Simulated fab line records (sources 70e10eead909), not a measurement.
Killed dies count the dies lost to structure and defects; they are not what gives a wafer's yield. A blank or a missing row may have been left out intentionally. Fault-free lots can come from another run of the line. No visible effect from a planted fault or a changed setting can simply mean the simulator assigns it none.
Which tool did it? || flow nand harc || 11 lots, 33 wafers sampled, at 6 steps of a route of 1302

== WHAT THE GAUGES READ, wafer by wafer ==
NHARC_P_BONDPAD_THK_MEAS_20: measures by xrf.
{"lot": "L148", "measured": "day 6 16:46", "on": "film metro-02", "thk nm (nm)": "163.6 163.1 164.9"}
{"lot": "L149", "measured": "day 7 07:43", "on": "film metro-01", "thk nm (nm)": "163.6 161.7 162.5"}
{"lot": "L151", "measured": "day 7 22:50", "on": "film metro-02", "thk nm (nm)": "161.4 161.4 161.6"}
{"lot": "L152", "measured": "day 8 06:32", "on": "film metro-02", "thk nm (nm)": "161.6 159.9 163.7"}
{"lot": "L153", "measured": "day 8 22:55", "on": "film metro-02", "thk nm (nm)": "161.2 161.2 160.9"}
{"lot": "L160", "measured": "day 11 15:19", "on": "film metro-01", "thk nm (nm)": "161.7 160.2 161.4"}
{"lot": "L165", "measured": "day 13 23:05", "on": "film metro-01", "thk nm (nm)": "160.1 162.2 158.9"}
{"lot": "L167", "measured": "day 14 08:05", "on": "film metro-02", "thk nm (nm)": "161.4 163.1 160.7"}
{"lot": "L169", "measured": "day 15 08:00", "on": "film metro-01", "thk nm (nm)": "162.1 162.6 161.3"}
{"lot": "L170", "measured": "day 15 17:04", "on": "film metro-02", "thk nm (nm)": "160.2 160.5 161.4"}
{"lot": "L171", "measured": "day 16 08:03", "on": "film metro-01", "thk nm (nm)": "161.1 159.3 158.8"}

NHARC_A_ZERO_WELL_CD_MEAS_10: the cd target is 2000 nm.
{"lot": "L148", "measured": "day 6 18:18", "on": "cd sem-03", "cd nm (nm)": "2000.7 1999.3 1997.5"}
{"lot": "L149", "measured": "day 7 09:07", "on": "cd sem-03", "cd nm (nm)": "1998.8 1997.6 1998.2"}
{"lot": "L151", "measured": "day 8 00:23", "on": "cd sem-01", "cd nm (nm)": "1998.7 1999.4 1999.8"}
{"lot": "L152", "measured": "day 8 07:56", "on": "cd sem-03", "cd nm (nm)": "2000.9 1997.4 2000.3"}
{"lot": "L153", "measured": "day 9 00:27", "on": "cd sem-01", "cd nm (nm)": "1999.6 1999.1 1998.7"}
{"lot": "L160", "measured": "day 11 16:42", "on": "cd sem-02", "cd nm (nm)": "2007.7 2008.6 2005.0 2007.8 2008.9 2004.8"}
{"lot": "L165", "measured": "day 14 00:37", "on": "cd sem-02", "cd nm (nm)": "2004.6 2004.4 2002.3"}
{"lot": "L167", "measured": "day 14 09:37", "on": "cd sem-02", "cd nm (nm)": "1998.6 2001.6 1999.7"}
{"lot": "L169", "measured": "day 15 09:31", "on": "cd sem-02", "cd nm (nm)": "2000.9 2001.3 2001.2"}
{"lot": "L170", "measured": "day 15 18:34", "on": "cd sem-03", "cd nm (nm)": "1999.7 1999.7 2000.9"}
{"lot": "L171", "measured": "day 16 09:35", "on": "cd sem-01", "cd nm (nm)": "1999.4 2000.5 1998.6"}

NHARC_END_SORT_01.
{"lot": "L160", "measured": "day 29 05:47", "on": "prober-01", "killed at array": "44 40", "killed at other": "2 1", "killed at periphery": "3 3", "killed dies": "49 44", "killed open": "2 3", "killed short": "3 0"}

== WHAT TOOL EACH LOT RAN ON (gives the tool, then ch and the chambers of the sampled wafers, and finally the start) ==
{"lot": "L148", "NHARC_P_BONDPAD_ETCH_24": "rie diel-03 ch 0,1, day 6 16:46 or earlier", "NHARC_A_ZERO_WELL_EXPOSE_07": "krf scanner-02 ch 0, day 6 18:09", "NHARC_A_ZERO_WELL_ETCH_13": "rie si-01 ch 0,1, day 6 18:40"}
{"lot": "L149", "NHARC_P_BONDPAD_ETCH_24": "rie diel-03 ch 0,3, day 7 05:54", "NHARC_A_ZERO_WELL_EXPOSE_07": "krf scanner-02 ch 0, day 7 08:58", "NHARC_A_ZERO_WELL_ETCH_13": "rie si-01 ch 0,2,3, day 7 09:30"}
{"lot": "L151", "NHARC_P_BONDPAD_ETCH_24": "rie diel-03 ch 2,3, day 7 22:50 or earlier", "NHARC_A_ZERO_WELL_EXPOSE_07": "krf scanner-04 ch 0, day 8 00:14", "NHARC_A_ZERO_WELL_ETCH_13": "rie si-01 ch 0,2,3, day 8 00:45"}
{"lot": "L152", "NHARC_P_BONDPAD_ETCH_24": "rie diel-02 ch 0,1,3, day 8 06:32 or earlier", "NHARC_A_ZERO_WELL_EXPOSE_07": "krf scanner-04 ch 0, day 8 07:47", "NHARC_A_ZERO_WELL_ETCH_13": "rie si-04 ch 0,2,3, day 8 08:17"}
{"lot": "L153", "NHARC_P_BONDPAD_ETCH_24": "rie diel-02 ch 1,2,3, day 8 22:55 or earlier", "NHARC_A_ZERO_WELL_EXPOSE_07": "krf scanner-01 ch 0, day 9 00:18", "NHARC_A_ZERO_WELL_ETCH_13": "rie si-05 ch 0,2,3, day 9 00:50"}
{"lot": "L160", "NHARC_P_BONDPAD_ETCH_24": "rie diel-02 ch 0,1,3, day 11 15:19 or earlier", "NHARC_A_ZERO_WELL_EXPOSE_07": "krf scanner-04 ch 0, day 11 16:33", "NHARC_A_ZERO_WELL_ETCH_13": "rie si-01 ch 0,3, day 11 19:47"}
{"lot": "L165", "NHARC_P_BONDPAD_ETCH_24": "rie diel-02 ch 0,2, day 13 23:05 or earlier", "NHARC_A_ZERO_WELL_EXPOSE_07": "krf scanner-04 ch 0, day 14 00:28", "NHARC_A_ZERO_WELL_ETCH_13": "rie si-01 ch 0,3, day 14 00:59"}
{"lot": "L167", "NHARC_P_BONDPAD_ETCH_24": "rie diel-12 ch 0,1,2, day 14 08:05 or earlier", "NHARC_A_ZERO_WELL_EXPOSE_07": "krf scanner-02 ch 0, day 14 09:28", "NHARC_A_ZERO_WELL_ETCH_13": "rie si-05 ch 2,3, day 14 09:59"}
{"lot": "L169", "NHARC_P_BONDPAD_ETCH_24": "rie diel-02 ch 1,3, day 15 08:00 or earlier", "NHARC_A_ZERO_WELL_EXPOSE_07": "krf scanner-02 ch 0, day 15 09:22", "NHARC_A_ZERO_WELL_ETCH_13": "rie si-05 ch 1,3, day 15 09:53"}
{"lot": "L170", "NHARC_P_BONDPAD_ETCH_24": "rie diel-12 ch 0,2,3, day 15 17:04 or earlier", "NHARC_A_ZERO_WELL_EXPOSE_07": "krf scanner-01 ch 0, day 15 18:25", "NHARC_A_ZERO_WELL_ETCH_13": "rie si-01 ch 0,2,3, day 15 18:55"}
{"lot": "L171", "NHARC_P_BONDPAD_ETCH_24": "rie diel-03 ch 0,1,2, day 16 08:03 or earlier", "NHARC_A_ZERO_WELL_EXPOSE_07": "krf scanner-02 ch 0, day 16 09:26", "NHARC_A_ZERO_WELL_ETCH_13": "rie si-04 ch 1,2,3, day 16 09:57"}
- NHARC_P_BONDPAD_ETCH_24: etches the open film in CF4/N2, target depth 30 nm, time 72.99 s.
- NHARC_A_ZERO_WELL_EXPOSE_07: exposes mask A ZERO.
- NHARC_A_ZERO_WELL_ETCH_13: etches the open film in HBr/Cl2, target depth 120 nm, time 40.1 s.

== WHAT THE TOOLS THEMSELVES READ (means of the sampled wafers that have a number; where no wafer has one, the mark that the record gives instead) ==
NHARC_P_BONDPAD_ETCH_24.
{"lot": "L148", "tool": "rie diel-03", "drypump motor current A (A)": 5.6, "oes product au (a.u.)": 1.002, "rf fwd power W (W)": 297.3, "rf vpp V (V)": 311.7, "showerhead plenum p Torr (Torr)": 2.53, "throttle valve pct (%)": 19.805}
{"lot": "L149", "tool": "rie diel-03", "drypump motor current A (A)": 5.9, "oes product au (a.u.)": 0.999, "rf fwd power W (W)": 296.6, "rf vpp V (V)": 314.7, "showerhead plenum p Torr (Torr)": 2.69, "throttle valve pct (%)": 19.787}
{"lot": "L151", "tool": "rie diel-03", "drypump motor current A (A)": 6.0, "oes product au (a.u.)": 0.995, "rf fwd power W (W)": 296.3, "rf vpp V (V)": 316.0, "showerhead plenum p Torr (Torr)": 2.75, "throttle valve pct (%)": 19.790}
{"lot": "L152", "tool": "rie diel-02", "drypump motor current A (A)": 5.3, "oes product au (a.u.)": 0.997, "rf fwd power W (W)": 297.5, "rf vpp V (V)": 313.7, "showerhead plenum p Torr (Torr)": 2.57, "throttle valve pct (%)": 19.796}
{"lot": "L153", "tool": "rie diel-02", "drypump motor current A (A)": 5.3, "oes product au (a.u.)": 0.995, "rf fwd power W (W)": 297.0, "rf vpp V (V)": 313.8, "showerhead plenum p Torr (Torr)": 2.58, "throttle valve pct (%)": 19.805}
{"lot": "L160", "tool": "rie diel-02", "drypump motor current A (A)": 5.3, "oes product au (a.u.)": 0.996, "rf fwd power W (W)": 297.3, "rf vpp V (V)": 313.2, "showerhead plenum p Torr (Torr)": 2.56, "throttle valve pct (%)": 19.790}
{"lot": "L165", "tool": "rie diel-02", "drypump motor current A (A)": 5.4, "oes product au (a.u.)": 0.983, "rf fwd power W (W)": 297.0, "rf vpp V (V)": 311.2, "showerhead plenum p Torr (Torr)": 2.49, "throttle valve pct (%)": 19.789}
{"lot": "L167", "tool": "rie diel-12", "drypump motor current A (A)": 5.4, "oes product au (a.u.)": 1.003, "rf fwd power W (W)": 298.4, "rf vpp V (V)": 316.2, "showerhead plenum p Torr (Torr)": 2.77, "throttle valve pct (%)": 19.792}
{"lot": "L169", "tool": "rie diel-02", "drypump motor current A (A)": 5.2, "oes product au (a.u.)": 0.996, "rf fwd power W (W)": 297.5, "rf vpp V (V)": 313.8, "showerhead plenum p Torr (Torr)": 2.60, "throttle valve pct (%)": 19.794}
{"lot": "L170", "tool": "rie diel-12", "drypump motor current A (A)": 5.1, "oes product au (a.u.)": 0.997, "rf fwd power W (W)": 296.3, "rf vpp V (V)": 316.1, "showerhead plenum p Torr (Torr)": 2.72, "throttle valve pct (%)": 19.795}
{"lot": "L171", "tool": "rie diel-03", "drypump motor current A (A)": 5.8, "oes product au (a.u.)": 0.999, "rf fwd power W (W)": 296.1, "rf vpp V (V)": 313.2, "showerhead plenum p Torr (Torr)": 2.58, "throttle valve pct (%)": 19.806}

NHARC_A_ZERO_WELL_EXPOSE_07.
{"lot": "L148", "tool": "krf scanner-02", "exposure dose mJ cm2": 33.86}
{"lot": "L149", "tool": "krf scanner-02", "exposure dose mJ cm2": 33.85}
{"lot": "L151", "tool": "krf scanner-04", "exposure dose mJ cm2": 34.23}
{"lot": "L152", "tool": "krf scanner-04", "exposure dose mJ cm2": 34.20}
{"lot": "L153", "tool": "krf scanner-01", "exposure dose mJ cm2": 34.29}
{"lot": "L160", "tool": "krf scanner-04", "exposure dose mJ cm2": 43.10}
{"lot": "L165", "tool": "krf scanner-04", "exposure dose mJ cm2": 41.30}
{"lot": "L167", "tool": "krf scanner-02", "exposure dose mJ cm2": 33.83}
{"lot": "L169", "tool": "krf scanner-02", "exposure dose mJ cm2": 33.79}
{"lot": "L170", "tool": "krf scanner-01", "exposure dose mJ cm2": 34.17}
{"lot": "L171", "tool": "krf scanner-02", "exposure dose mJ cm2": 33.83}

NHARC_A_ZERO_WELL_ETCH_13.
{"lot": "L148", "tool": "rie si-01", "drypump motor current A (A)": 6.1, "oes product au (a.u.)": 1.012, "rf fwd power W (W)": 394.1, "throttle valve pct (%)": 26.408}
{"lot": "L149", "tool": "rie si-01", "drypump motor current A (A)": 6.3, "oes product au (a.u.)": 1.001, "rf fwd power W (W)": 394.8, "throttle valve pct (%)": 26.399}
{"lot": "L151", "tool": "rie si-01", "drypump motor current A (A)": 6.3, "oes product au (a.u.)": 1.001, "rf fwd power W (W)": 394.0, "throttle valve pct (%)": 26.411}
{"lot": "L152", "tool": "rie si-04", "drypump motor current A (A)": 5.7, "oes product au (a.u.)": 0.997, "rf fwd power W (W)": 396.3, "throttle valve pct (%)": 26.409}
{"lot": "L153", "tool": "rie si-05", "drypump motor current A (A)": 5.9, "oes product au (a.u.)": 1.000, "rf fwd power W (W)": 396.1, "throttle valve pct (%)": 26.413}
{"lot": "L160", "tool": "rie si-01", "drypump motor current A (A)": 6.4, "oes product au (a.u.)": 0.994, "rf fwd power W (W)": 394.4, "throttle valve pct (%)": 26.408}
{"lot": "L165", "tool": "rie si-01", "drypump motor current A (A)": 6.4, "oes product au (a.u.)": 1.009, "rf fwd power W (W)": 394.3, "throttle valve pct (%)": 26.401}
{"lot": "L167", "tool": "rie si-05", "drypump motor current A (A)": 5.7, "oes product au (a.u.)": 0.997, "rf fwd power W (W)": 395.9, "throttle valve pct (%)": 26.409}
{"lot": "L169", "tool": "rie si-05", "drypump motor current A (A)": 5.3, "oes product au (a.u.)": 0.993, "rf fwd power W (W)": 396.0, "throttle valve pct (%)": 26.401}
{"lot": "L170", "tool": "rie si-01", "drypump motor current A (A)": 6.3, "oes product au (a.u.)": 0.997, "rf fwd power W (W)": 394.4, "throttle valve pct (%)": 26.406}
{"lot": "L171", "tool": "rie si-04", "drypump motor current A (A)": 5.5, "oes product au (a.u.)": 1.001, "rf fwd power W (W)": 396.3, "throttle valve pct (%)": 26.410}

== THE ANSWER, worked out from the rows above alone ==
Rule: usual is defined by the lots themselves. The widest of any qualifying gaps counts: lots, ordered by their means at a reading, are off when they make up no more than a third of the lots, leave a main group of 4 or more, and stand apart from it by 3 or more times the standard deviation of that group's means. Not used: any main group whose means are identical at the precision the tables above print for the reading. A lot without any number at a reading at which 4 lots or more have one is off too. Any other lot the step has rows for is counted as sound. The gauges are gone through in route order, then the tools' own readings, and for those a lot's mean is taken as printed above. At the first step where some lot is off, the reading lying furthest off is the one used; lots without a number count as furthest.
Off: L160, L165 (NHARC_A_ZERO_WELL_CD_MEAS_10, cd nm). Mean 1999.6 nm and standard deviation 0.76 in the main group.
If a tool, at a process step before that reading, ran all the lots that are off and no sound lot after the first of them, it fits. The gauges at NHARC_A_ZERO_WELL_CD_MEAS_10 aren't tried: what is off there is off at NHARC_A_ZERO_WELL_EXPOSE_07 too, on other tools, and a gauge's error can't cause that. NHARC_P_BONDPAD_ETCH_24 gives no start for some lots, so the hours and the order of its lots are those of NHARC_P_BONDPAD_THK_MEAS_20. One fits: krf scanner-04 at NHARC_A_ZERO_WELL_EXPOSE_07. Its last sound lot is L152 (day 8 07:47), its first lot that is off L160 (day 11 16:33): a fault that began between those two fits.
The tool's own readings at NHARC_A_ZERO_WELL_EXPOSE_07 bear it out: on the lots that are off they differ by more than 5 times the standard deviation of the sound lots' means. exposure dose mJ cm2 reads 42.20 there against 34.01 on the sound lots.

== WHAT THE SIMULATOR HAD PUT IN ==
Drift in process parameters on krf scanner-04 at NHARC_A_ZERO_WELL_EXPOSE_07, starting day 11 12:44. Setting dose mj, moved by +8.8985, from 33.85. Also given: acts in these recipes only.
Struck lots among those shown: L160, L165. The rule above reached the same finding.
